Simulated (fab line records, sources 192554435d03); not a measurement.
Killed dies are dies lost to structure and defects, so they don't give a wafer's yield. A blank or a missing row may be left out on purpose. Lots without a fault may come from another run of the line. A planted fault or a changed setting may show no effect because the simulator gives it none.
A struck lot beside a sound one | flow n5_finfet | 37 steps out of a route of 1938
Sound: wafers L502.1, L502.5, L502.6. Struck: wafers L500.1, L500.2, L500.4. The cause comes at the end.
At each step with rows: each side's tool, then ch and its chambers, then its first start. Under that, the readings that differ: sound wafers | struck wafers | difference of the means | sigmas: that difference in standard deviations of wafers without a fault.
alike: readings whose means differ by less than 2 such deviations, and words and numbers that are the same on both sides. not compared: withheld readings, readings that some wafer has no value for, bounds like >300 that may hide the same value, and numbers for which the record gives no deviation and whose values overlap.
The two part at a step that has a row with sigmas, a row that says differs or no value, or rows on one side only. Numbers that don't overlap but have no deviation are shown without sigmas and don't part them. A reading that every wafer of one side lacks parts them only if that side has two wafers or more.

first, 8 steps without rows for these wafers: N5_BEOL_M0_ECD_118 (material Cu, target thk 300 nm); N5_BEOL_M0_ANNEAL_119 (time 90 s); N5_BEOL_M0_CMP_120 (polishes, stops on SiOC, t overpolish 6.9 s); N5_BEOL_M0_PRE_CLEAN_131 (time 15 s); N5_BEOL_M0_CO_CAP_123 (material Co, precursor CCTBA/H2, target thk 2 nm, time 102.1 s); N5_BEOL_M0_PRE_CLEAN_124 (time 15 s); N5_BEOL_M0_DEP_125 (deposits SiCN from 3MS/NH3, target thk 8 nm, time 14 s); N5_BEOL_M1_ILD_DEP_00 (deposits SiOC from DEMS/O2, target thk 79 nm, time 15.3 s).
N5_BEOL_M1_PECVD_72: deposits SiO2 from TEOS/O2, target thk 16 nm, time 18 s.
  sound on pecvd-03 ch 0,2, day 8 07:01; struck on pecvd-02 ch 0,1,2, day 7 20:31
  reading              | sound                | struck               | difference | sigmas
  susceptor_temp_C (C) | 400.06 399.83 400.17 | 395.05 394.78 394.89 | -5.11      | -23
  alike: heater_power_w, showerhead_plenum_p_Torr, throttle_valve_pct
  not compared: model.SiO2_of_BEOL_M1_PECVD_72.thk_nm
then, 25 steps without rows for these wafers: N5_BEOL_M1_HM_DEP_02 (deposits TiN, target thk 20 nm); N5_BEOL_M1_COAT_61 (time 60 s, resist thk 60 nm); N5_BEOL_M1_COAT_62 (time 60 s, resist thk 12 nm); N5_BEOL_M1_COAT_73 (time 60 s, resist thk 5 nm); N5_BEOL_M1_COAT_05 (resist thk 30 nm); N5_BEOL_M1_EBR_07; N5_BEOL_M1_SOFTBAKE_06 (time 60 s); N5_BEOL_M1_EXPOSE_08 (exposes mask M1); N5_BEOL_M1_PEB_09 (peb time 60 s); N5_BEOL_M1_DEVELOP_10 (develop time 30 s); N5_BEOL_M1_DESCUM_16 (chemistry O2, time 7 s); N5_BEOL_M1_ETCH_74 (etches underlayer in N2/H2, target depth 6.5 nm, time 5.2 s); N5_BEOL_M1_ETCH_63 (etches SiARC in CF4, target depth 15.6 nm, time 26 s); N5_BEOL_M1_ETCH_64 (etches SOC in N2/H2, target depth 75 nm, overetch 15 nm, time 112.5 s); N5_BEOL_M1_STRIP_65 (strips in N2/H2); N5_BEOL_M1_STRIP_75 (strips in N2/H2); N5_BEOL_M1_STRIP_66 (strips in CF4); N5_BEOL_M1_HM_OPEN_17 (chemistry Cl2/BCl3, target TiN, target depth 20 nm, overetch 6 nm); N5_BEOL_M1_STRIP_19 (strips in O2); N5_BEOL_M1_COAT_67 (time 60 s, resist thk 60 nm); N5_BEOL_M1_COAT_68 (time 60 s, resist thk 12 nm); N5_BEOL_M1_COAT_76 (time 60 s, resist thk 5 nm); N5_BEOL_M1_COAT_22 (resist thk 30 nm); N5_BEOL_M1_EBR_24; N5_BEOL_M1_SOFTBAKE_23 (time 60 s).
N5_BEOL_M1_HM_STRIP_39: strips TiN in peroxide tin strip, target depth 25 nm, time 158 s.
  sound on wet_bench-04 ch 0,1,2, day 8 11:05; struck on wet_bench-02 ch 1,5,6, day 8 02:05
  not compared: model.SiO2_of_BEOL_M1_PECVD_72.thk_nm
N5_BEOL_M4_RC_MEAS_101:
  sound on prober-02 ch 0, day 10 02:06; struck on prober-01 ch 0, day 9 10:06
  alike: DIBL_N, DIBL_P, IOFF_N, IOFF_P, ION_N, ION_P, SS_N, SS_P, VT_N, VT_P
then, 1 step without rows for these wafers: N5_PASSIVATION_PROBE_49.

WHERE THEY PART
Only at N5_BEOL_M1_PECVD_72, within this record. Later steps at which nothing parts them and some readings are alike: N5_BEOL_M4_RC_MEAS_101.

WHY: what the simulator had put in
Process parameter drift: pecvd-02, from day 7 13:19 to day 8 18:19, at N5_BEOL_M1_PECVD_72. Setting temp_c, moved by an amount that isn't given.
